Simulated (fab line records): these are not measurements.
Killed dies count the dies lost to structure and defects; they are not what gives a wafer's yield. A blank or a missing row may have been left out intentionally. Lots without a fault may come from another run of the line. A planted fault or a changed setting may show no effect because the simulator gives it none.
Which of the tools did it?    flow n5Finfet    72 wafers from 24 lots sampled at 3 of the route's 1938 steps

## WHAT THE GAUGES SHOWED, per wafer
N5_BEOL_M0_CUTY_CD_MEAS_57 targets a cd of 200 nm.
lot   measured      on        cdNm (nm)
L074  day 7 09:34   cdSem-03  200.1 200.4 199.4
L075  day 7 11:22   cdSem-02  199.3 202.5 200.2
L076  day 7 11:23   cdSem-03  199.6 199.8 198.6
L078  day 7 11:45   cdSem-03  200.9 201.3 201.2
L077  day 7 11:55   cdSem-02  199.7 200.8 199.0
L080  day 7 12:11   cdSem-02  198.7 198.3 199.1
L079  day 7 12:49   cdSem-02  199.6 200.0 197.7
L082  day 7 14:56   cdSem-02  201.5 200.1 200.6
L081  day 7 17:20   cdSem-03  200.4 201.0 199.8
L083  day 8 03:38   cdSem-02  200.2 198.8 199.8
L084  day 8 05:25   cdSem-03  200.2 200.0 200.0
L085  day 8 17:16   cdSem-01  200.1 201.5 200.3
L086  day 8 20:42   cdSem-01  201.6 201.9 200.6
L087  day 9 01:47   cdSem-03  198.7 199.8 199.2
L088  day 9 05:43   cdSem-02  200.3 200.3 200.8
L089  day 9 18:08   cdSem-01  199.8 199.4 199.6
L090  day 9 20:03   cdSem-02  200.7 200.9 201.6
L091  day 10 01:59  cdSem-01  198.6 198.5 199.2
L092  day 10 06:17  cdSem-03  199.1 200.0 198.7
L093  day 10 14:07  cdSem-02  199.4 199.6 200.3
L094  day 10 20:38  cdSem-01  199.2 198.7 200.2
L095  day 11 02:11  cdSem-03  199.2 200.2 200.4
L096  day 11 07:23  cdSem-01  199.7 201.0 199.2
L097  day 11 12:38  cdSem-01  199.0 199.5 199.7

## EACH LOT AND THE TOOL THAT RAN IT (in order: tool; ch and the chambers of the sampled wafers; start)
lot   N5_BEOL_M0_SAQP_CUT_ETCH_46        N5_BEOL_M0_SAQP_ALD_48
L074  rieDiel-02 ch 2,3, day 7 08:11     aldSin-04 ch 0,1,2, day 7 08:32
L075  rieDiel-05 ch 0,1,2, day 7 09:48   aldSin-04 ch 0,2, day 7 10:08
L076  rieDiel-04 ch 1,2, day 7 09:55     aldSin-01 ch 1,2,3, day 7 10:22
L078  rieDiel-02 ch 1,3, day 7 10:08     aldSin-04 ch 0,1,3, day 7 10:39
L077  rieDiel-04 ch 0,1,2, day 7 10:34   aldSin-01 ch 1,3, day 7 10:52
L080  rieDiel-05 ch 0,2, day 7 10:36     aldSin-04 ch 0,1, day 7 11:09
L079  rieDiel-02 ch 0,1,2, day 7 11:15   aldSin-04 ch 0,1, day 7 11:39
L082  rieDiel-05 ch 0,1,2, day 7 13:43   aldSin-02 ch 0,1,2, day 7 13:55
L081  rieDiel-05 ch 0,1,2, day 7 16:15   aldSin-01 ch 1,2, day 7 16:27
L083  rieDiel-05 ch 0,2,3, day 8 02:25   aldSin-02 ch 2,3, day 8 02:37
L084  rieDiel-04 ch 0,3, day 8 04:10     aldSin-01 ch 0,1,3, day 8 04:22
L085  rieDiel-05 ch 0,1,3, day 8 15:56   aldSin-02 ch 1,3, day 8 16:10
L086  rieDiel-04 ch 0,2,3, day 8 18:10   aldSin-02 ch 0,1,2, day 8 19:40
L087  rieDiel-04 ch 0,1,2, day 9 00:28   aldSin-01 ch 0,2,3, day 9 00:53
L088  rieDiel-05 ch 0,1,3, day 9 04:29   aldSin-01 ch 0,2,3, day 9 04:41
L089  rieDiel-04 ch 1,2,3, day 9 16:55   aldSin-01 ch 1,2, day 9 17:07
L090  rieDiel-04 ch 0,1,3, day 9 18:58   aldSin-02 ch 0,1,2, day 9 19:10
L091  rieDiel-05 ch 0,1,3, day 10 00:47  aldSin-04 ch 0,2,3, day 10 00:59
L092  rieDiel-04 ch 0,1,3, day 10 04:59  aldSin-02 ch 0,1,3, day 10 05:24
L093  rieDiel-04 ch 0,2,3, day 10 12:38  aldSin-01 ch 0,3, day 10 12:59
L094  rieDiel-05 ch 1,2,3, day 10 19:29  aldSin-04 ch 0,2,3, day 10 19:41
L095  rieDiel-04 ch 0,1,3, day 11 00:49  aldSin-04 ch 0,3, day 11 00:56
L096  rieDiel-05 ch 1,3, day 11 05:24    aldSin-01 ch 0,1,2, day 11 06:20
L097  rieDiel-02 ch 0,2,3, day 11 11:32  aldSin-02 ch 0,1,3, day 11 11:44
- N5_BEOL_M0_SAQP_CUT_ETCH_46: etches SOC in N2/H2, target depth 135 nm, overetch 27 nm, time 202.5 s.
- N5_BEOL_M0_SAQP_ALD_48: deposits SiO2, target thk 20 nm, pulse time 1 s, co reactant pulse time 1 s.

## WHAT THE TOOLS THEMSELVES READ (means of the sampled wafers that have a number; where no wafer has one, the mark that the record gives instead)
N5_BEOL_M0_SAQP_CUT_ETCH_46.
lot   tool        drypumpMotorCurrentA (A)  rfVppV (V)  showerheadPlenumPTorr (Torr)  throttleValvePct (%)
L074  rieDiel-02  5.6                       525.9       2.59                          18.06
L075  rieDiel-05  5.4                       524.3       2.55                          17.56
L076  rieDiel-04  5.9                       525.8       2.61                          17.85
L078  rieDiel-02  5.6                       523.4       2.54                          18.05
L077  rieDiel-04  5.8                       525.0       2.57                          17.92
L080  rieDiel-05  5.5                       524.2       2.52                          17.59
L079  rieDiel-02  5.6                       523.9       2.56                          17.92
L082  rieDiel-05  5.4                       524.7       2.55                          17.56
L081  rieDiel-05  5.5                       523.7       2.55                          17.57
L083  rieDiel-05  5.8                       525.4       2.59                          17.67
L084  rieDiel-04  5.6                       521.0       2.44                          18.09
L085  rieDiel-05  5.6                       526.1       2.61                          17.71
L086  rieDiel-04  5.7                       522.5       2.48                          18.04
L087  rieDiel-04  5.8                       524.3       2.56                          17.94
L088  rieDiel-05  5.6                       525.1       2.61                          17.70
L089  rieDiel-04  5.7                       523.3       2.53                          17.86
L090  rieDiel-04  5.7                       523.3       2.53                          18.03
L091  rieDiel-05  5.6                       525.8       2.61                          17.69
L092  rieDiel-04  5.7                       523.0       2.52                          18.03
L093  rieDiel-04  5.7                       522.1       2.48                          17.92
L094  rieDiel-05  5.8                       525.4       2.61                          17.66
L095  rieDiel-04  5.7                       523.0       2.52                          18.04
L096  rieDiel-05  5.9                       527.1       2.67                          17.80
L097  rieDiel-02  5.5                       522.3       2.51                          17.77

N5_BEOL_M0_SAQP_ALD_48.
lot   tool       heaterPowerW (W)  precursorPulseHeightRel
L074  aldSin-04  73                0.998
L075  aldSin-04  75                1.005
L076  aldSin-01  83                0.989
L078  aldSin-04  72                1.012
L077  aldSin-01  89                0.980
L080  aldSin-04  66                0.993
L079  aldSin-04  68                0.991
L082  aldSin-02  78                0.997
L081  aldSin-01  77                0.990
L083  aldSin-02  78                1.010
L084  aldSin-01  83                0.995
L085  aldSin-02  77                0.989
L086  aldSin-02  79                1.001
L087  aldSin-01  81                1.015
L088  aldSin-01  80                1.007
L089  aldSin-01  76                0.981
L090  aldSin-02  79                1.004
L091  aldSin-04  74                0.994
L092  aldSin-02  76                0.974
L093  aldSin-01  86                1.007
L094  aldSin-04  75                0.999
L095  aldSin-04  74                0.972
L096  aldSin-01  77                1.001
L097  aldSin-02  76                0.996

## THE ANSWER, worked out from the rows above alone
Rule: the lots themselves supply what counts as usual. The widest of any qualifying gaps counts: lots, ordered by their means at a reading, are off when they make up no more than a third of the lots, leave a main group of 4 or more, and stand apart from it by 3 or more times the standard deviation of that group's means. The tables above print the reading to a certain number of digits; a main group whose means all agree to those digits is not used. Also off: a lot with no number at a reading for which 4 or more lots have one. Any other lot the step has rows for is counted as sound. Order of review: gauges by route order, followed by the tools' own readings, for which a lot's mean as printed above is used. At the first step where some lot is off, the reading lying furthest off is the one used; lots without a number count as furthest.
None of the lots is off at any reading shown; this tells nothing.

## WHAT THE SIMULATOR PUT IN
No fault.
